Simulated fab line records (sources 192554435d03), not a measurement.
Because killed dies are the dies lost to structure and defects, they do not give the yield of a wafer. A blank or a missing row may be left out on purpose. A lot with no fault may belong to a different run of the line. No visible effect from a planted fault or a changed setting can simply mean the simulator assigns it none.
fab line records	flow n5Finfet
record lots=9	wafers=27	lastDay=17
route steps=1938 shown SDB@373 HKMG_FIN@387 BEOL_M4@1111 PASSIVATION@1936
lots that met no fault: from a run of the same line without faults
startH: start of the lot's first displayed wafer, in hours after the record's first day	waitH: hours since the lot's step before	" repeats the value in the row above	L1.1+2: a single row standing in for several wafers	- value missing, or start not given	* or withheld: withheld	< > ~ a bound
route shown NAME@n: names a module that has steps shown in the file, with the first one's number in the route	usual: mean/standard deviation taken from wafers without a fault	same: alike in all rows	chamber/n: place in a boat	sites: per-site readings	_std_site: their standard deviation	_edge_site: inner sites' mean taken away from outer sites' mean	radiusMm: for every site, how far away it sits from the centre of the wafer	mask NAME#n: copy n	behind: the tool/chamber that last shaped the wafer	hold: why the lot went on hold/how many hours it stayed there/how the hold came to an end	device: whichever transistor did not switch (one of n, p or np)	end of line: tests run on the same wafers once the route is complete	a step with no rows: only its recipe	killed: count of dies lost to structure and defects at first sort (not the wafer's yield)	map: shows each die of a wafer: x if killed, . if not, _ if none is there
set.NAME: setting as actually run; set.NAME@STEP: the setting as run at that earlier step	model.NAME: the simulator's own value behind a step, which no gauge read
the route's steps for a sample of lots (tables are steps, rows are wafers)
services: when a tool's chamber went out of use (startH, in hours from the record's first day, below 0 if earlier), for how many hours, and the reason
## steps
# step N5_SDB_ALD_29
# recipe material=SiNx	targetThkA=300	tempC=400	aldPrecursorFamily=SiH2I2	aldCoReactant=N2/H2-plasma	pulseTimeS=1	aldCycles=600	purgeTimeS=2	coReactantPurgeTimeS=2	pressureTorr=2
# usual heaterPowerW=838/43	precursorPulseHeightRel=0.998/0.019
# same pulseTimeS=1
lot.wafer	tool	chamber	startH	waitH	heaterPowerW	precursorPulseHeightRel
L774.3	aldSin-03	0	72.42	0.0	851	0.994
L774.4	"	1	"	"	946	0.996
L774.5	"	1	73.78	1.4	953	0.978
L776.1	aldSin-04	0	85.95	0.0	831	1.027
L776.4	"	3	"	"	824	0.988
L776.5	"	3	87.30	1.4	829	1.011
L778.2	aldSin-01	1	95.69	0.2	845	1.005
L778.3	"	2	"	"	818	0.966
L778.6	"	1	97.05	1.6	822	0.999
L785.2	aldSin-04	0	143.81	0.0	826	1.022
L785.3	"	1	"	"	855	1.004
L785.6	"	3	145.16	1.4	858	1.010
L786.2	aldSin-01	0	148.58	0.0	865	0.977
L786.4	"	2	"	"	805	1.001
L786.5	"	1	149.94	1.4	858	1.000
L790.2	aldSin-04	0	171.12	0.0	837	1.009
L790.5	"	0	172.47	1.4	828	1.001
L790.6	"	3	"	"	854	0.960
L791.1	aldSin-01	1	181.39	0.2	819	0.994
L791.2	"	0	"	"	872	0.989
L791.4	"	2	"	"	801	1.016
L795.2	aldSin-04	3	200.07	0.0	777	1.040
L795.4	"	2	"	"	763	1.008
L795.6	"	2	201.42	1.4	780	1.006
L796.4	aldSin-01	2	207.53	0.0	803	0.990
L796.5	"	1	208.89	1.4	842	0.986
L796.6	"	2	"	"	819	0.998
# step N5_SDB_INSPECT_36
# recipe inspectInstrument=darkfield	mode=postCmp
# usual rawDefectCount=45/19
lot.wafer	tool	chamber	startH	waitH	rawDefectCount
L774.3	defectInspect-01	-	75.48	0.0	105
L774.4	"	-	"	"	59
L774.5	"	-	"	"	73
L776.1	defectInspect-01	-	89.01	0.0	46
L776.4	"	-	"	"	45
L776.5	"	-	"	"	61
L778.2	defectInspect-01	-	98.76	0.0	56
L778.3	"	-	"	"	39
L778.6	"	-	"	"	42
L785.2	defectInspect-01	-	146.86	0.0	23
L785.3	"	-	"	"	24
L785.6	"	-	"	"	71
L786.2	defectInspect-01	-	151.65	0.0	56
L786.4	"	-	"	"	58
L786.5	"	-	"	"	85
L790.2	defectInspect-01	-	174.17	0.0	27
L790.5	"	-	"	"	33
L790.6	"	-	"	"	33
L791.1	defectInspect-02	-	184.44	0.0	44
L791.2	"	-	"	"	86
L791.4	"	-	"	"	68
L795.2	defectInspect-01	-	203.12	0.0	22
L795.4	"	-	"	"	36
L795.6	"	-	"	"	48
L796.4	defectInspect-02	-	210.59	0.0	32
L796.5	"	-	"	"	20
L796.6	"	-	"	"	30
# step N5_HKMG_FIN_HK_ANNEAL_02
# recipe tempC=700	timeS=30	ambient=N2	idleTempC=600	rampUpCPerS=150	rampDownCPerS=60	coolToC=600
# usual lampPowerPct=8.79/0.056	lamp_zone_1_pct=8.798/0.01	lamp_zone_2_pct=8.798/0.012	lamp_zone_3_pct=8.799/0.0099	lamp_zone_4_pct=8.795/0.011	lamp_zone_5_pct=8.797/0.011	lamp_zone_6_pct=8.725/0.011	lamp_zone_7_pct=9.194/0.012	wafer_temp_C_max=702.9/0.63
lot.wafer	tool	chamber	startH	waitH	lampPowerPct	lamp_zone_1_pct	lamp_zone_2_pct	lamp_zone_3_pct	lamp_zone_4_pct	lamp_zone_5_pct	lamp_zone_6_pct	lamp_zone_7_pct	wafer_temp_C_max
L774.3	rtpAnneal-02	0	76.64	0.5	8.74	8.800	8.811	8.806	8.790	8.784	8.737	9.214	702.6
L774.4	"	0	"	"	8.74	8.808	8.796	8.801	8.810	8.790	8.730	9.177	704.1
L774.5	"	0	"	"	8.89	8.787	8.801	8.809	8.805	8.790	8.709	9.196	702.4
L776.1	rtpAnneal-02	0	89.78	0.1	8.86	8.808	8.790	8.802	8.793	8.777	8.717	9.187	703.6
L776.4	"	0	"	"	8.77	8.804	8.790	8.805	8.807	8.798	8.723	9.187	703.0
L776.5	"	0	"	"	8.75	8.815	8.799	8.802	8.792	8.802	8.734	9.200	702.8
L778.2	rtpAnneal-02	0	99.57	0.2	8.80	8.799	8.799	8.820	8.806	8.791	8.715	9.205	702.5
L778.3	"	0	"	"	8.82	8.790	8.777	8.792	8.783	8.804	8.729	9.192	703.4
L778.6	"	0	"	"	8.92	8.798	8.788	8.780	8.790	8.790	8.709	9.214	704.3
L785.2	rtpAnneal-02	0	147.67	0.1	10.40	10.360	10.381	10.379	10.374	10.366	10.274	10.844	702.1
L785.3	"	0	"	"	10.31	10.378	10.376	10.372	10.357	10.374	10.295	10.854	702.7
L785.6	"	0	"	"	10.36	10.377	10.390	10.358	10.373	10.372	10.265	10.842	703.7
L786.2	rtpAnneal-02	0	152.71	0.2	10.37	10.357	10.373	10.374	10.370	10.360	10.275	10.837	702.8
L786.4	"	0	"	"	10.27	10.382	10.365	10.358	10.371	10.377	10.268	10.862	702.7
L786.5	"	0	"	"	10.38	10.369	10.372	10.363	10.363	10.364	10.277	10.825	701.4
L790.2	rtpAnneal-01	0	174.99	0.2	8.78	8.793	8.790	8.806	8.772	8.792	8.729	9.218	702.5
L790.5	"	0	"	"	8.67	8.788	8.793	8.800	8.807	8.777	8.725	9.179	703.7
L790.6	"	0	"	"	8.82	8.795	8.784	8.799	8.802	8.787	8.718	9.216	702.5
L791.1	rtpAnneal-01	0	185.22	0.1	8.75	8.792	8.784	8.801	8.787	8.778	8.737	9.198	702.5
L791.2	"	0	"	"	8.75	8.792	8.796	8.795	8.819	8.801	8.727	9.202	702.7
L791.4	"	0	"	"	8.79	8.798	8.808	8.807	8.820	8.808	8.734	9.180	702.7
L795.2	rtpAnneal-01	0	203.93	0.1	8.80	8.826	8.802	8.803	8.823	8.790	8.736	9.186	703.2
L795.4	"	0	"	"	8.79	8.802	8.811	8.802	8.791	8.784	8.736	9.186	702.7
L795.6	"	0	"	"	8.78	8.791	8.811	8.794	8.796	8.787	8.728	9.199	702.6
L796.4	rtpAnneal-02	0	211.61	0.3	8.79	8.794	8.814	8.797	8.790	8.766	8.729	9.188	703.2
L796.5	"	0	"	"	8.84	8.795	8.783	8.792	8.792	8.811	8.716	9.188	702.6
L796.6	"	0	"	"	8.82	8.792	8.786	8.808	8.800	8.806	8.702	9.192	703.0
# step N5_HKMG_FIN_ALD_74
# recipe material=La2O3	targetThkA=5	tempC=250	aldPrecursorFamily=La-Cp	aldCoReactant=O3	pulseTimeS=6	coReactantPulseTimeS=1	purgeTimeS=3	coReactantPurgeTimeS=3
# usual heaterPowerW=341/22	precursorPulseHeightRel=1.000/0.022
# same pulseTimeS=6
lot.wafer	tool	chamber	startH	waitH	heaterPowerW	precursorPulseHeightRel
L774.3	aldHk-03	2	76.92	0.2	353	0.978
L774.4	"	0	"	"	330	1.038
L774.5	"	3	"	"	370	1.036
L776.1	aldHk-03	1	90.00	0.2	306	1.027
L776.4	"	3	"	"	378	0.997
L776.5	"	0	"	"	326	0.973
L778.2	aldHk-01	3	99.76	0.2	348	1.000
L778.3	"	1	"	"	364	1.002
L778.6	"	3	"	"	341	1.013
L785.2	aldHk-01	1	147.85	0.2	377	0.940
L785.3	"	3	"	"	345	1.004
L785.6	"	2	"	"	372	0.996
L786.2	aldHk-02	1	152.89	0.2	311	1.045
L786.4	"	3	"	"	327	1.020
L786.5	"	1	"	"	317	0.996
L790.2	aldHk-03	2	175.17	0.2	348	1.007
L790.5	"	3	"	"	366	1.014
L790.6	"	0	"	"	318	0.997
L791.1	aldHk-02	3	185.43	0.2	333	0.960
L791.2	"	0	"	"	362	0.983
L791.4	"	2	"	"	312	0.993
L795.2	aldHk-01	0	204.12	0.2	351	1.012
L795.4	"	3	"	"	351	1.033
L795.6	"	2	"	"	375	1.004
L796.4	aldHk-03	1	211.84	0.2	309	1.001
L796.5	"	1	"	"	311	0.988
L796.6	"	0	"	"	316	1.017
# step N5_BEOL_M4_RC_MEAS_101
# usual DIBL_N=36.1/1.3	DIBL_P=36.3/1.4	IOFF_N=0.162/0.024	IOFF_P=0.22/0.033	ION_N=674/9.9	ION_P=464/7.6	RC_DENSE_N=18.9/0.31	RC_N=15.40/0.24	RS_SD_N=28.43/0.29	SS_N=71.6/0.53	SS_P=73.4/0.55	VT_N=249.4/2.9	VT_P=-249/3.3
lot.wafer	tool	chamber	startH	waitH	DIBL_N[mV/V]	DIBL_P[mV/V]	IOFF_N[nA/um]	IOFF_P[nA/um]	ION_N[uA/um]	ION_P[uA/um]	RC_DENSE_N[ohm.um]	RC_N[ohm.um]	RS_SD_N[ohm/sq]	SS_N[mV/dec]	SS_P[mV/dec]	VT_N[mV]	VT_P[mV]
L774.3	prober-02	0	172.21	0.3	37.1	37.7	0.190	0.26	702	481	18.7	15.42	28.66	72.4	73.6	245.7	-245
L774.4	"	0	"	"	36.4	37.5	0.172	0.24	674	467	18.8	15.33	28.52	71.5	73.7	248.4	-245
L774.5	"	0	"	"	35.0	34.8	0.144	0.20	669	463	18.7	15.16	28.64	71.5	73.3	249.2	-250
L776.1	prober-02	0	176.89	0.0	36.4	35.9	0.175	0.26	677	466	19.4	15.90	28.39	71.8	74.6	248.3	-245
L776.4	"	0	"	"	38.2	36.9	0.215	0.27	685	471	18.9	15.48	28.45	72.2	73.7	245.3	-245
L776.5	"	0	"	"	37.0	35.8	0.197	0.26	685	471	19.0	15.42	28.42	71.9	74.0	245.5	-246
L778.2	prober-02	0	195.37	0.2	37.0	37.8	0.167	0.19	665	454	19.3	15.82	27.93	71.7	73.1	249.9	-253
L778.3	"	0	"	"	36.8	37.4	0.158	0.18	665	453	18.7	15.20	27.71	70.7	73.3	250.6	-257
L778.6	"	0	"	"	36.0	36.9	0.138	0.18	663	456	19.0	15.24	27.80	71.4	72.8	255.4	-253
L785.2	prober-02	0	240.69	0.2	38.3	39.2	0.209	0.30	694	481	20.1	16.45	30.06	72.2	73.8	242.6	-244
L785.3	"	0	"	"	38.4	38.4	0.196	0.27	676	466	21.1	17.03	29.73	71.9	73.9	244.0	-246
L785.6	"	0	"	"	37.8	38.2	0.194	0.26	695	473	20.4	16.43	30.03	71.7	73.7	244.7	-245
L786.2	prober-01	0	244.55	0.2	38.1	39.1	0.220	0.32	688	480	19.6	15.99	29.63	71.2	74.1	242.5	-239
L786.4	"	0	"	"	37.4	38.0	0.211	0.30	693	478	19.7	16.09	29.46	71.8	73.8	244.4	-241
L786.5	"	0	"	"	38.1	38.6	0.221	0.31	698	490	20.1	16.33	29.60	71.4	73.6	244.7	-242
L790.2	prober-02	0	263.85	0.2	36.5	37.6	0.176	0.24	675	464	19.2	15.70	28.87	72.2	73.6	247.8	-248
L790.5	"	0	"	"	34.6	35.0	0.140	0.20	670	463	18.6	15.28	29.10	71.5	72.8	248.8	-250
L790.6	"	0	"	"	35.2	35.9	0.153	0.22	677	468	19.2	15.52	29.21	72.1	73.0	250.4	-250
L791.1	prober-02	0	281.48	0.0	33.9	33.6	0.112	0.17	653	455	19.0	15.66	28.48	70.4	72.4	253.9	-253
L791.2	"	0	"	"	37.8	37.9	0.183	0.23	672	463	19.0	15.47	28.46	71.9	73.9	248.7	-250
L791.4	"	0	"	"	36.2	35.7	0.145	0.19	665	454	18.8	15.30	28.16	71.2	72.7	253.0	-252
L795.2	prober-01	0	294.21	0.2	33.7	36.0	0.133	0.19	681	464	18.5	15.20	28.86	70.8	73.6	254.7	-249
L795.4	"	0	"	"	32.9	35.3	0.117	0.17	660	455	18.7	15.25	29.02	70.8	73.8	253.4	-253
L795.6	"	0	"	"	33.2	35.2	0.121	0.18	669	458	18.8	15.44	28.79	71.6	72.5	255.0	-252
L796.4	prober-01	0	297.02	0.5	36.1	37.0	0.164	0.22	672	464	18.5	15.18	28.86	70.8	73.1	251.3	-248
L796.5	"	0	"	"	33.7	33.6	0.123	0.18	669	464	18.9	15.42	28.49	70.5	72.3	252.1	-251
L796.6	"	0	"	"	37.4	37.4	0.182	0.22	674	459	18.9	15.41	28.84	72.0	73.4	246.8	-249
# step N5_PASSIVATION_PROBE_49
# usual defectLimitedYield=91.1/1.5	killed_at_M0_to_M3=36/11	killed_at_M4_up=13/5	killedAtContacts=13/5	killedAtFrontEnd=40/12	killedAtOther=3.3/2.3	killedDies=106/17	killedOpen=70/13	killedShort=34/7.6	sort_bin_5_function=5.3/0.96	sort_bin_6_memory=3.3/0.66	sortNPass=1074/17	sortYieldPct=91.1/1.5
# same grossDies=1180	killedAtBackSide=0	sort_bin_4_leakage[%]=0	sort_bin_8_speed[%]=0
lot.wafer	tool	chamber	startH	waitH	defectLimitedYield[%]	killed_at_M0_to_M3	killed_at_M4_up	killedAtContacts	killedAtFrontEnd	killedAtOther	killedDies	killedOpen	killedShort	sort_bin_5_function[%]	sort_bin_6_memory[%]	sortNPass	sortYieldPct[%]
L774.3	prober-01	-	269.07	0.1	92.2	32	12	11	35	2	92	68	24	4.3	3.1	1088	92.2
L774.4	prober-01	-	269.12	0.2	93.0	32	13	7	28	3	83	56	26	3.8	2.9	1097	93.0
L774.5	prober-01	-	269.17	0.2	89.4	46	8	14	56	1	125	67	57	5.3	4.8	1055	89.4
L776.1	prober-01	-	283.69	0.0	92.4	34	8	6	37	5	90	51	38	4.7	2.5	1090	92.4
L776.4	prober-01	-	283.84	0.2	94.3	19	13	7	25	3	67	43	22	3.1	2.6	1113	94.3
L776.5	prober-01	-	283.89	0.2	94.1	20	11	6	32	1	70	47	23	3.9	1.9	1110	94.1
L778.2	prober-02	-	296.10	0.1	90.7	44	17	13	33	3	110	75	35	6.4	2.6	1070	90.7
L778.3	prober-02	-	296.15	0.1	90.3	47	18	16	25	8	114	79	35	6.4	3.1	1066	90.3
L778.6	prober-02	-	296.30	0.3	92.0	45	14	9	22	4	94	64	30	5.4	2.3	1086	92.0
L785.2	prober-01	-	346.43	0.1	93.6	31	5	3	33	3	75	49	24	3.9	2.3	1105	93.6
L785.3	prober-01	-	346.48	0.1	91.8	43	7	10	37	0	97	67	29	4.6	3.2	1083	91.8
L785.6	prober-01	-	346.63	0.3	92.2	30	9	15	38	0	92	62	28	4.3	3.3	1088	92.2
L786.2	prober-02	-	346.74	0.1	91.5	28	6	16	47	3	100	66	34	5.3	2.9	1080	91.5
L786.4	prober-02	-	346.84	0.2	91.4	24	5	5	64	4	102	60	37	5.4	2.4	1078	91.4
L786.5	prober-02	-	346.89	0.2	90.8	30	6	10	56	7	109	68	41	5.1	3.6	1071	90.8
L790.2	prober-02	-	375.51	0.1	92.5	24	20	22	20	2	88	64	24	4.7	2.5	1092	92.5
L790.5	prober-02	-	375.66	0.2	93.6	15	4	23	30	4	76	46	27	4.2	1.9	1104	93.6
L790.6	prober-02	-	375.71	0.3	93.0	27	0	21	31	4	83	56	25	4.3	2.5	1097	93.0
L791.1	prober-02	-	395.53	0.0	90.0	40	19	11	39	9	118	85	28	6.1	3.5	1062	90.0
L791.2	prober-02	-	395.58	0.1	92.5	29	16	3	37	4	89	58	31	4.8	2.3	1091	92.5
L791.4	prober-02	-	395.68	0.2	90.3	48	9	13	42	3	115	75	40	5.7	3.9	1065	90.3
L796.4	prober-01	-	408.88	0.2	92.4	40	11	8	28	3	90	58	31	4.3	3.1	1090	92.4
L796.5	prober-01	-	408.93	0.2	91.9	29	15	15	33	4	96	58	38	4.2	3.6	1084	91.9
L796.6	prober-01	-	408.98	0.3	93.1	21	9	13	36	2	81	56	24	3.2	3.4	1099	93.1
L795.2	prober-02	-	412.96	0.1	90.1	43	12	15	43	4	117	78	36	5.4	4.2	1063	90.1
L795.4	prober-02	-	413.06	0.2	88.7	31	19	13	66	4	133	80	45	6.8	3.9	1047	88.7
L795.6	prober-02	-	413.16	0.3	90.8	20	13	18	55	2	108	73	35	5.0	3.7	1072	90.8
# killed by level:class
L774.3 STI_FIN_REVEAL:geometricParticle:open=11 MOL_CONTACT_COAG:geometricParticle:open=7 BEOL_M2:geometricParticle:open=7 BEOL_M0_SAQP:geometricParticle:open=5 BEOL_M1:geometricParticle:open=5 DUMMY_GATE:geometricParticle:open=4 GATE_CUT:geometricParticle:open=4 BEOL_M7:geometricParticle:open=4
L774.4 BEOL_M0_SAQP:geometricParticle:open=9 MOL_CONTACT_COAG:geometricParticle:open=7 BEOL_M2:geometricParticle:open=6 FIN_SAQP:geometricParticle:short=5 BEOL_M0:geometricParticle:open=4 STI_FIN_REVEAL:geometricParticle:open=4 BEOL_M3:geometricParticle:open=4 DUMMY_GATE:geometricParticle:short=3
L774.5 FIN_SAQP:geometricParticle:short=17 BEOL_M0_SAQP:geometricParticle:short=15 STI_FIN_REVEAL:geometricParticle:open=12 BEOL_M0_SAQP:geometricParticle:open=12 BEOL_M2:geometricParticle:open=10 MOL_CONTACT_COAG:geometricParticle:open=9 FIN_SAQP:geometricParticle:open=6 DUMMY_GATE:geometricParticle:open=5
L776.1 BEOL_M1:geometricParticle:open=11 FIN_SAQP:geometricParticle:open=9 FIN_SAQP:geometricParticle:short=8 BEOL_M0_SAQP:geometricParticle:open=7 MOL_CONTACT_COAG:geometricParticle:open=5 BEOL_M0_SAQP:geometricParticle:short=5 GATE_CUT:geometricParticle:short=4 STARTING-WAFER:geometricParticle:short=4
L776.4 BEOL_M1:geometricParticle:open=7 STI_FIN_REVEAL:geometricParticle:open=5 MOL_CONTACT_COAG:geometricParticle:open=5 BEOL_M2:geometricParticle:open=5 GATE_CUT:geometricParticle:short=4 BEOL_M4:geometricParticle:open=4 FIN_SAQP:geometricParticle:open=3 ILD0:geometricParticle:short=3
L776.5 FIN_SAQP:geometricParticle:open=6 BEOL_M4:geometricParticle:open=6 STARTING-WAFER:geometricParticle:open=6 BEOL_M1:geometricParticle:open=5 MOL_CONTACT_COAG:geometricParticle:open=4 BEOL_M0_SAQP:geometricParticle:open=4 FIN_SAQP:geometricParticle:short=3 GATE_CUT:geometricParticle:open=3
L778.2 BEOL_M0_SAQP:geometricParticle:open=14 MOL_CONTACT_COAG:geometricParticle:open=10 BEOL_M4:geometricParticle:open=10 STI_FIN_REVEAL:geometricParticle:open=9 BEOL_M0_SAQP:geometricParticle:short=8 BEOL_M2:geometricParticle:open=8 DUMMY_GATE:geometricParticle:open=6 STI_FIN_REVEAL:geometricParticle:short=4
L778.3 BEOL_M0_SAQP:geometricParticle:short=17 MOL_CONTACT_COAG:geometricParticle:open=13 BEOL_M4:geometricParticle:open=12 BEOL_M0_SAQP:geometricParticle:open=12 BEOL_M1:geometricParticle:open=7 STI_FIN_REVEAL:geometricParticle:open=6 BEOL_M2:geometricParticle:open=6 STARTING-WAFER:geometricParticle:open=5
L778.6 BEOL_M0_SAQP:geometricParticle:open=15 BEOL_M0_SAQP:geometricParticle:short=9 MOL_CONTACT_COAG:geometricParticle:open=8 BEOL_M3:geometricParticle:open=7 STI_FIN_REVEAL:geometricParticle:open=6 BEOL_M4:geometricParticle:open=6 BEOL_M2:geometricParticle:open=4 FIN_SAQP:geometricParticle:open=3
L785.2 STI_FIN_REVEAL:geometricParticle:open=7 BEOL_M0_SAQP:geometricParticle:open=7 FIN_SAQP:geometricParticle:open=6 DUMMY_GATE:geometricParticle:open=6 BEOL_M0_SAQP:geometricParticle:short=6 BEOL_M2:geometricParticle:open=5 GATE_CUT:geometricParticle:short=4 MOL_CONTACT_COAG:geometricParticle:open=3
L785.3 MOL_CONTACT_COAG:geometricParticle:open=10 DUMMY_GATE:geometricParticle:open=9 BEOL_M0_SAQP:geometricParticle:short=9 BEOL_M0_SAQP:geometricParticle:open=8 BEOL_M1:geometricParticle:open=8 BEOL_M2:geometricParticle:open=6 STI_FIN_REVEAL:geometricParticle:open=5 STARTING-WAFER:geometricParticle:open=5
L785.6 MOL_CONTACT_COAG:geometricParticle:open=12 FIN_SAQP:geometricParticle:open=7 BEOL_M0_SAQP:geometricParticle:short=7 FIN_SAQP:geometricParticle:short=6 DUMMY_GATE:geometricParticle:open=6 BEOL_M0_SAQP:geometricParticle:open=6 BEOL_M1:geometricParticle:open=5 BEOL_M2:geometricParticle:open=5
L786.2 MOL_CONTACT_COAG:geometricParticle:open=12 FIN_SAQP:geometricParticle:open=10 BEOL_M0_SAQP:geometricParticle:short=9 BEOL_M2:geometricParticle:open=9 FIN_SAQP:geometricParticle:short=5 GATE_CUT:geometricParticle:short=5 BEOL_M0_SAQP:geometricParticle:open=5 MOL_CONTACT_COAG:geometricParticle:short=4
L786.4 FIN_SAQP:geometricParticle:open=15 STI_FIN_REVEAL:geometricParticle:open=14 FIN_SAQP:geometricParticle:short=12 BEOL_M0:geometricParticle:open=6 BEOL_M0_SAQP:geometricParticle:open=5 STARTING-WAFER:geometricParticle:short=5 HKMG_FIN:areaEtch=5 BEOL_M2:geometricParticle:open=4
L786.5 FIN_SAQP:geometricParticle:open=19 STI_FIN_REVEAL:geometricParticle:open=16 FIN_SAQP:geometricParticle:short=12 BEOL_M0_SAQP:geometricParticle:short=10 BEOL_M2:geometricParticle:open=8 MOL_CONTACT_COAG:geometricParticle:open=6 BEOL_M0_SAQP:geometricParticle:open=6 MOL_CONTACT_COAG:geometricParticle:short=4
L790.2 MOL_CONTACT_COAG:geometricParticle:open=18 BEOL_M1:geometricParticle:open=11 BEOL_M4:geometricParticle:open=11 BEOL_M2:geometricParticle:open=6 FIN_SAQP:geometricParticle:short=4 MOL_CONTACT_COAG:geometricParticle:short=4 DUMMY_GATE:geometricParticle:open=3 BEOL_M4:geometricParticle:short=3
L790.5 MOL_CONTACT_COAG:geometricParticle:open=20 FIN_SAQP:geometricParticle:short=7 BEOL_M2:geometricParticle:open=5 STARTING-WAFER:geometricParticle:short=4 FIN_SAQP:geometricParticle:open=3 STI_FIN_REVEAL:geometricParticle:open=3 MOL_CONTACT_COAG:geometricParticle:short=3 BEOL_M1:geometricParticle:short=3
L790.6 MOL_CONTACT_COAG:geometricParticle:open=17 DUMMY_GATE:geometricParticle:open=7 BEOL_M0_SAQP:geometricParticle:open=7 FIN_SAQP:geometricParticle:open=5 FIN_SAQP:geometricParticle:short=5 BEOL_M2:geometricParticle:open=5 BEOL_M1:geometricParticle:open=4 MOL_CONTACT_COAG:geometricParticle:short=4
L791.1 BEOL_M0_SAQP:geometricParticle:open=14 FIN_SAQP:geometricParticle:open=13 MOL_CONTACT_COAG:geometricParticle:open=8 BEOL_M4:geometricParticle:open=8 BEOL_M1:geometricParticle:open=7 BEOL_M3:geometricParticle:open=7 FIN_SAQP:geometricParticle:short=6 DUMMY_GATE:geometricParticle:open=6
L791.2 FIN_SAQP:geometricParticle:open=15 BEOL_M4:geometricParticle:open=9 FIN_SAQP:geometricParticle:short=7 BEOL_M2:geometricParticle:open=7 GATE_CUT:geometricParticle:short=5 BEOL_M0_SAQP:geometricParticle:open=5 DUMMY_GATE:geometricParticle:open=4 GATE_CUT:geometricParticle:open=4
L791.4 FIN_SAQP:geometricParticle:open=19 BEOL_M0_SAQP:geometricParticle:open=15 BEOL_M0_SAQP:geometricParticle:short=14 BEOL_M3:geometricParticle:open=10 MOL_CONTACT_COAG:geometricParticle:open=9 FIN_SAQP:geometricParticle:short=6 GATE_CUT:geometricParticle:short=6 BEOL_M2:geometricParticle:open=5
L796.4 BEOL_M0_SAQP:geometricParticle:short=9 FIN_SAQP:geometricParticle:open=8 MOL_CONTACT_COAG:geometricParticle:open=8 BEOL_M1:geometricParticle:open=8 BEOL_M3:geometricParticle:open=8 BEOL_M0_SAQP:geometricParticle:open=7 BEOL_M4:geometricParticle:open=5 FIN_SAQP:geometricParticle:short=4
L796.5 MOL_CONTACT_COAG:geometricParticle:open=15 FIN_SAQP:geometricParticle:open=11 FIN_SAQP:geometricParticle:short=8 BEOL_M0_SAQP:geometricParticle:open=6 BEOL_M1:geometricParticle:open=5 BEOL_M3:geometricParticle:open=5 STI_FIN_REVEAL:geometricParticle:open=4 BEOL_M0_SAQP:geometricParticle:short=4
L796.6 FIN_SAQP:geometricParticle:open=11 MOL_CONTACT_COAG:geometricParticle:open=11 FIN_SAQP:geometricParticle:short=6 BEOL_M5:geometricParticle:open=6 BEOL_M3:geometricParticle:open=5 DUMMY_GATE:geometricParticle:open=5 STI_FIN_REVEAL:geometricParticle:open=4 GATE_CUT:geometricParticle:short=4
L795.2 MOL_CONTACT_COAG:geometricParticle:open=13 FIN_SAQP:geometricParticle:open=9 BEOL_M0_SAQP:geometricParticle:open=9 BEOL_M1:geometricParticle:open=9 STI_FIN_REVEAL:geometricParticle:open=8 BEOL_M0_SAQP:geometricParticle:short=8 BEOL_M2:geometricParticle:open=7 FIN_SAQP:geometricParticle:short=6
L795.4 FIN_SAQP:geometricParticle:short=13 STI_FIN_REVEAL:geometricParticle:open=11 MOL_CONTACT_COAG:geometricParticle:open=10 FIN_SAQP:geometricParticle:open=9 GATE_CUT:geometricParticle:short=6 BEOL_M0_SAQP:geometricParticle:short=6 BEOL_M3:geometricParticle:open=5 DUMMY_GATE:geometricParticle:open=5
L795.6 STI_FIN_REVEAL:geometricParticle:open=18 MOL_CONTACT_COAG:geometricParticle:open=14 GATE_CUT:geometricParticle:short=10 STI_FIN_REVEAL:geometricParticle:short=7 DUMMY_GATE:geometricParticle:open=5 BEOL_M0:geometricParticle:open=5 BEOL_M4:geometricParticle:open=5 BEOL_M5:geometricParticle:open=5
## services
tool	chamber	startH	hours	kind
aldSin-03	-	85.25	14.0	pm
aldSin-03	0	85.25	14.0	ventCycle
aldSin-03	1	85.25	14.0	ventCycle
aldSin-03	2	85.25	14.0	ventCycle
aldSin-03	3	85.25	14.0	ventCycle
aldSin-03	0	99.25	-	clean
aldSin-03	1	99.25	-	clean
aldSin-03	2	99.25	-	clean
aldSin-04	-	109.71	2.8	pm
aldHk-01	-	129.40	0.4	repair
aldHk-01	-	129.90	2.0	repair
aldSin-03	-	131.06	1.0	repair
aldHk-03	-	132.86	1.4	repair
aldHk-03	-	169.64	2.1	repair
aldSin-04	-	177.59	14.0	pm
aldSin-04	0	177.59	14.0	ventCycle
aldSin-04	1	177.59	14.0	ventCycle
aldSin-04	2	177.59	14.0	ventCycle
aldSin-04	3	177.59	14.0	ventCycle
aldSin-03	2	182.01	9.5	repair
aldSin-04	0	191.59	-	clean
aldSin-04	1	191.59	-	clean
aldSin-04	2	191.59	-	clean
aldSin-04	3	191.59	-	clean
## key
firstSign step=N5_HKMG_FIN_HK_ANNEAL_02	reading=lamp_zone_3_pct	direction=up	sigmas=99+	usual=*	struck=*
effect step=N5_HKMG_FIN_HK_ANNEAL_02	reading=lamp_zone_1_pct	direction=up	sigmas=99+	usual=*	struck=*
effect step=N5_BEOL_M4_RC_MEAS_101	reading=RS_SD_N	direction=up	sigmas=4.6	usual=28.43	struck=29.75
effect step=N5_BEOL_M4_RC_MEAS_101	reading=RC_DENSE_N	direction=up	sigmas=4.2	usual=18.9	struck=20.2
effect step=N5_BEOL_M4_RC_MEAS_101	reading=RC_N	direction=up	sigmas=4.1	usual=15.40	struck=16.39
effect step=N5_BEOL_M4_RC_MEAS_101	reading=IOFF_P	direction=up	sigmas=2.1	usual=0.22	struck=0.29
effect step=N5_BEOL_M4_RC_MEAS_101	reading=VT_N	direction=down	sigmas=1.9	usual=249.4	struck=243.8
effect step=N5_BEOL_M4_RC_MEAS_101	reading=IOFF_N	direction=up	sigmas=1.9	usual=0.162	struck=0.208
effect step=N5_BEOL_M4_RC_MEAS_101	reading=VT_P	direction=up	sigmas=1.8	usual=-249	struck=-243
effect step=N5_BEOL_M4_RC_MEAS_101	reading=DIBL_P	direction=up	sigmas=1.6	usual=36.3	struck=38.6
effect step=N5_BEOL_M4_RC_MEAS_101	reading=DIBL_N	direction=up	sigmas=1.4	usual=36.1	struck=38.0
metAt N5_HKMG_FIN_HK_ANNEAL_02
struckLots L785,L786
notActingAt N5_SDB_ALD_29,N5_SDB_INSPECT_36,N5_HKMG_FIN_ALD_74
onsetBetween 99.57 147.67
fault kind=processParameterDrift	tool=rtpAnneal-02	chamber=-	onsetH=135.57	steps=N5_HKMG_FIN_HK_ANNEAL_02	channel=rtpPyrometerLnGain	offset=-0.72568	shape=step	endH=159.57
